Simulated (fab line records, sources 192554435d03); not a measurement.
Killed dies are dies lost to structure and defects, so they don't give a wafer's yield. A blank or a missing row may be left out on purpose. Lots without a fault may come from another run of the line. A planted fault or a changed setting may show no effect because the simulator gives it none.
Chamber matching | flow n5_finfet | N5_BEOL_M3_STRIP_66 on rie_diel-04: 4 sister chambers
The step strips in CF4. 4 wafers are shown with their chamber, then 8 later ones without.

WAFERS WITH THEIR CHAMBER
wafer  | chamber | drypump_motor_current_A (A)
L082.1 | 3       | 6.20
L088.3 | 2       | 5.64
L088.4 | 1       | 5.98
L090.2 | 0       | 5.54

WAFERS WITHOUT THEIR CHAMBER
wafer  | drypump_motor_current_A (A)
L090.5 | 5.58
L090.6 | 6.21
L092.1 | 6.22
L092.2 | 5.64
L092.5 | 6.00
L095.1 | 6.19
L095.2 | 5.60
L095.3 | 5.99

WHICH CHAMBER EACH WENT THROUGH
wafer  | from the rows above     | in truth
L090.5 | can't be placed: 0 or 2 | 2
L090.6 | 3                       | 3
L092.1 | 3                       | 3
L092.2 | 2                       | 2
L092.5 | 1                       | 1
L095.1 | 3                       | 3
L095.2 | can't be placed: 2 or 0 | 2
L095.3 | 1                       | 1
Placed correctly: 6 of 8. Can't be placed from these rows: 2 (the true chamber is among the candidates in 2). Placed wrongly: 0.
How it was worked out, from the rows above alone: a wafer's distance from a chamber is the root of the sum, over the readings, of the square of ((its reading less the chamber's mean) divided by the reading's scatter). The wafer belongs to the nearest chamber; if the next one is less than 2 further off, it can't be placed. A chamber's mean is the mean of its shown wafers. The scatter: with one shown wafer a chamber, the root of the mean of the squares of how far each hidden wafer lies from its nearest shown one.
